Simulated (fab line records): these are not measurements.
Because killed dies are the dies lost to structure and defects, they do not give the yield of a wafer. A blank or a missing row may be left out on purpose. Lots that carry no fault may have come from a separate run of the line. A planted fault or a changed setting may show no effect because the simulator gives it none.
Chamber matching + flow nand-harc + NHARC_A_STAIRCASE_ALD_420 on ald-hk-03 has 4 sister chambers
The step deposits SiO2, target thk 20 nm, pulse time 6 s, ald cycles 200. 8 wafers are shown with their chamber, then 10 later ones without.

WAFERS PAIRED WITH THEIR CHAMBERS
| wafer  | chamber | heater-power-w (W) | precursor-pulse-height-rel |
|--------|---------|--------------------|----------------------------|
| L081.5 | 2       | 419                | 0.985                      |
| L085.5 | 0       | 425                | 0.983                      |
| L084.4 | 0       | 424                | 1.032                      |
| L089.1 | 2       | 431                | 1.030                      |
| L089.3 | 1       | 430                | 0.971                      |
| L089.4 | 3       | 540                | 0.976                      |
| L092.2 | 1       | 395                | 0.986                      |
| L092.4 | 3       | 540                | 1.031                      |

WAFERS WITH NO CHAMBER GIVEN
| wafer  | heater-power-w (W) | precursor-pulse-height-rel |
|--------|--------------------|----------------------------|
| L092.6 | 457                | 0.971                      |
| L095.1 | 440                | 1.002                      |
| L095.4 | 382                | 0.970                      |
| L095.5 | 386                | 0.993                      |
| L093.1 | 391                | 0.958                      |
| L093.5 | 386                | 0.998                      |
| L093.6 | 462                | 0.953                      |
| L097.1 | 388                | 0.997                      |
| L097.2 | 453                | 0.972                      |
| L097.6 | 452                | 0.991                      |

THE CHAMBER EACH PASSED THROUGH
| wafer  | from the rows above          | in truth |
|--------|------------------------------|----------|
| L092.6 | can't be placed: 2 or 0 or 1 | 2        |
| L095.1 | can't be placed: 2 or 0 or 1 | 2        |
| L095.4 | can't be placed: 1 or 0 or 2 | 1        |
| L095.5 | can't be placed: 1 or 0 or 2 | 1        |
| L093.1 | can't be placed: 1 or 0 or 2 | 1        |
| L093.5 | can't be placed: 1 or 0 or 2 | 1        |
| L093.6 | can't be placed: 2 or 0 or 1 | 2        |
| L097.1 | can't be placed: 1 or 0 or 2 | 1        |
| L097.2 | can't be placed: 2 or 0 or 1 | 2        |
| L097.6 | can't be placed: 2 or 0 or 1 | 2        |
Correct placement for 0 of the 10. Cannot be placed on the basis of these rows: 10; the candidates contain the true chamber in 10. Wrongly placed: 0.
How it was worked out, from the rows above alone: a wafer's distance from a chamber is the root of the sum, over the readings, of the square of ((its reading less the chamber's mean) divided by the reading's scatter). The wafer belongs to the nearest chamber; if the next one is less than 2 further off, it can't be placed. For every chamber, the mean is computed from those of its wafers that are shown. How the scatter is found: for the shown wafers, subtract from each reading the mean of its chamber, square and add these, divide the total by (wafers less chambers), then take the root.
